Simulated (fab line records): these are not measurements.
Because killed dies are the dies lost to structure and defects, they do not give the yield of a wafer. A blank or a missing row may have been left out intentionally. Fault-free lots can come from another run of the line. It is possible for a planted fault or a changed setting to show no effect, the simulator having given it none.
What tool caused it?    flow n5-finfet    Sampling: 12 lots, 36 wafers, 6 of 1938 route steps

WHAT THE GAUGES SHOWED, per wafer
N5_FIN_SAQP_CD_MEAS_31: target cd 8 nm.
lot   measured     on         cd-nm (nm)
L075  day 2 08:43  cd-sem-03  7.98 7.83 8.27
L077  day 2 20:20  cd-sem-03  7.98 7.86 8.21
L079  day 3 07:29  cd-sem-03  8.49 7.86 8.01
L081  day 3 21:36  cd-sem-03  7.76 7.86 8.17
L083  day 4 08:29  cd-sem-01  7.95 8.08 8.29
L085  day 4 21:06  cd-sem-01  8.25 8.61 8.31
L087  day 5 08:24  cd-sem-01  8.17 8.00 8.36
L089  day 5 19:22  cd-sem-03  8.01 8.02 8.03
L091  day 6 08:37  cd-sem-03  8.24 7.98 8.15
L093  day 6 20:58  cd-sem-02  8.04 8.11 8.33
L095  day 7 08:05  cd-sem-01  7.81 7.86 7.89
L097  day 7 20:05  cd-sem-01  8.07 8.39 8.28

WHAT TOOL EACH LOT RAN ON (gives the tool, then ch and the chambers of the sampled wafers, and finally the start)
lot   N5_PMOS_HMC_CHANNEL_EPI_FIN_RECESS_16  N5_FIN_SAQP_HM_DEP_72           N5_FIN_SAQP_MANDREL_ETCH_22      N5_FIN_SAQP_SPACER1_ALD_24        N5_FIN_SAQP_ETCH_65
L075  rie-si-05 ch 0,3, day 2 00:02          pecvd-04 ch 0,2, day 2 03:18    rie-si-06 ch 0,1,3, day 2 04:25  ald-sin-03 ch 0,2,3, day 2 05:28  rie-si-06 ch 0,2, day 2 06:51
L077  rie-si-05 ch 0,1, day 2 12:35          pecvd-02 ch 0,1,2, day 2 15:58  rie-si-04 ch 1,2,3, day 2 16:52  ald-sin-01 ch 0,2,3, day 2 17:46  rie-si-04 ch 0,3, day 2 18:50
L079  rie-si-05 ch 1,3, day 2 23:44          pecvd-04 ch 1,2, day 3 03:00    rie-si-02 ch 1,2, day 3 03:50    ald-sin-01 ch 2,3, day 3 04:38    rie-si-06 ch 0,1,3, day 3 05:43
L081  rie-si-03 ch 0,1,2, day 3 12:11        pecvd-04 ch 0,1,2, day 3 16:53  rie-si-06 ch 0,2,3, day 3 17:35  ald-sin-02 ch 0,1,3, day 3 18:58  rie-si-06 ch 1,2,3, day 3 20:13
L083  rie-si-03 ch 0,1, day 4 00:20          pecvd-03 ch 0,1,2, day 4 03:54  rie-si-02 ch 0,3, day 4 04:43    ald-sin-01 ch 1,2,3, day 4 06:01  rie-si-04 ch 0,1, day 4 07:05
L085  rie-si-05 ch 2,3, day 4 11:36          pecvd-03 ch 0,1, day 4 15:11    rie-si-04 ch 0,3, day 4 16:03    ald-sin-02 ch 2,3, day 4 17:28    rie-si-04 ch 0,1,3, day 4 18:32
L087  rie-si-05 ch 0,1,3, day 5 00:38        pecvd-02 ch 0,1,2, day 5 04:19  rie-si-04 ch 0,1,3, day 5 05:01  ald-sin-02 ch 0,1, day 5 05:50    rie-si-02 ch 1,2,3, day 5 07:01
L089  rie-si-01 ch 1,3, day 5 11:33          pecvd-04 ch 0,1,2, day 5 14:58  rie-si-04 ch 0,2,3, day 5 16:02  ald-sin-03 ch 0,2,3, day 5 16:52  rie-si-02 ch 0,1,3, day 5 17:56
L091  rie-si-05 ch 1,3, day 6 00:52          pecvd-02 ch 1,2, day 6 04:02    rie-si-06 ch 0,1,3, day 6 04:52  ald-sin-03 ch 1,2, day 6 06:06    rie-si-02 ch 0,2, day 6 07:13
L093  rie-si-05 ch 0,1,3, day 6 11:59        pecvd-02 ch 0,1, day 6 16:03    rie-si-04 ch 0,1,3, day 6 16:46  ald-sin-03 ch 2,3, day 6 18:21    rie-si-02 ch 0,1,2, day 6 19:25
L095  rie-si-01 ch 0,1,3, day 7 00:18        pecvd-02 ch 0,1,2, day 7 03:50  rie-si-06 ch 0,1,2, day 7 04:40  ald-sin-03 ch 1,2,3, day 7 05:31  rie-si-04 ch 0,2,3, day 7 06:36
L097  rie-si-05 ch 1,2,3, day 7 11:35        pecvd-03 ch 0,1,2, day 7 14:48  rie-si-02 ch 0,2,3, day 7 15:31  ald-sin-01 ch 0,2,3, day 7 16:55  rie-si-04 ch 0,1,2, day 7 18:06
- N5_PMOS_HMC_CHANNEL_EPI_FIN_RECESS_16: chemistry HBr/Cl2, target Si, target depth 54 nm, time 18 s.
- N5_FIN_SAQP_HM_DEP_72: deposits SiO2 from SiH4/N2O, target thk 12 nm, time 7.2 s.
- N5_FIN_SAQP_MANDREL_ETCH_22: etches a-Si in HBr/Cl2, stops on SiNx, target depth 60 nm, bt time 10 s, time 30 s.
- N5_FIN_SAQP_SPACER1_ALD_24: deposits SiO2, target thk 20.3 nm, pulse time 1 s, purge time 2 s.
- N5_FIN_SAQP_ETCH_65: etches SiO2 in CF4, target depth 4 nm, time 4.4 s.

THE ANSWER, worked out from the rows above alone
Rule: the lots themselves supply what counts as usual. The widest of any qualifying gaps counts: lots, ordered by their means at a reading, are off when they make up no more than a third of the lots, leave a main group of 4 or more, and stand apart from it by 3 or more times the standard deviation of that group's means. If all means in a main group match to the digits the tables above print for the reading, that group is not used. A lot without any number at a reading at which 4 lots or more have one is off too. All remaining lots with rows at the step are treated as sound.
None of the lots is off at any reading shown; this tells nothing.

WHAT WAS PUT IN BY THE SIMULATOR
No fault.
